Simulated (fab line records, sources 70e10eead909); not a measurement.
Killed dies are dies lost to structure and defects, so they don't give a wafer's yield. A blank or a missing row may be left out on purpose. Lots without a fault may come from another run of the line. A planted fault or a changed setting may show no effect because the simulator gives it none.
Chamber matching | flow nand_harc | NHARC_A_STAIRCASE_TRIM_196 on rie_diel-13: 4 sister chambers
The step chemistry O2, time 211.2 s. 14 wafers are shown with their chamber, then 7 later ones without.

WAFERS WITH THEIR CHAMBER
wafer  | chamber | showerhead_plenum_p_Torr (Torr) | drypump_motor_current_A (A) | oes_product_au (a.u.)
L075.2 | 2       | 3.39                            | 6.4                         | 0.995
L075.4 | 1       | 3.78                            | 5.7                         | 0.985
L075.6 | 1       | 3.78                            | 5.7                         | 0.987
L076.3 | 3       | 3.51                            | 5.4                         | 1.008
L076.4 | 3       | 3.51                            | 5.4                         | 1.023
L076.5 | 1       | 3.78                            | 5.7                         | 0.989
L077.4 | 3       | 3.51                            | 5.4                         | 1.011
L077.5 | 2       | 3.38                            | 6.3                         | 1.002
L077.6 | 1       | 3.78                            | 5.7                         | 0.991
L084.1 | 1       | 3.77                            | 5.7                         | 1.009
L084.2 | 3       | 3.50                            | 5.4                         | 1.018
L084.4 | 0       | 3.60                            | 5.9                         | 1.012
L089.1 | 0       | 3.60                            | 5.9                         | 0.994
L089.5 | 2       | 3.37                            | 6.3                         | 0.999

SIGNATURES (means of the wafers above)
reading                  | chamber 0 | chamber 1 | chamber 2 | chamber 3 | scatter within a chamber
showerhead_plenum_p_Torr | 3.6000    | 3.7780    | 3.3800    | 3.5075    | 0.00596
drypump_motor_current_A  | 5.900     | 5.700     | 6.333     | 5.400     | 0.0258
oes_product_au           | 1.00300   | 0.99220   | 0.99867   | 1.01500   | 0.00835
Rule: a wafer's distance from a chamber is the root of the sum, over the readings, of the square of ((its reading less the chamber's mean) divided by the reading's scatter). The wafer belongs to the nearest chamber; if the next one is less than 2 further off, it can't be placed. The scatter: the root of (the sum of the squares of (reading less its chamber's mean) over the shown wafers, divided by (wafers less chambers)).

WAFERS WITHOUT THEIR CHAMBER
wafer  | showerhead_plenum_p_Torr (Torr) | drypump_motor_current_A (A) | oes_product_au (a.u.)
L089.6 | 3.77                            | 5.7                         | 0.995
L093.2 | 3.49                            | 5.4                         | 1.003
L093.4 | 3.59                            | 5.9                         | 1.012
L093.6 | 3.59                            | 5.9                         | 1.007
L097.1 | 3.36                            | 6.3                         | 0.990
L097.2 | 3.75                            | 5.7                         | 0.991
L097.3 | 3.59                            | 5.9                         | 1.000

WHICH CHAMBER EACH WENT THROUGH
wafer  | from the rows above | in truth
L089.6 | 1                   | 1
L093.2 | 3                   | 3
L093.4 | 0                   | 0
L093.6 | 0                   | 0
L097.1 | 2                   | 2
L097.2 | 1                   | 1
L097.3 | 0                   | 0
Placed correctly: 7 of 7. Can't be placed from these rows: 0. Placed wrongly: 0.
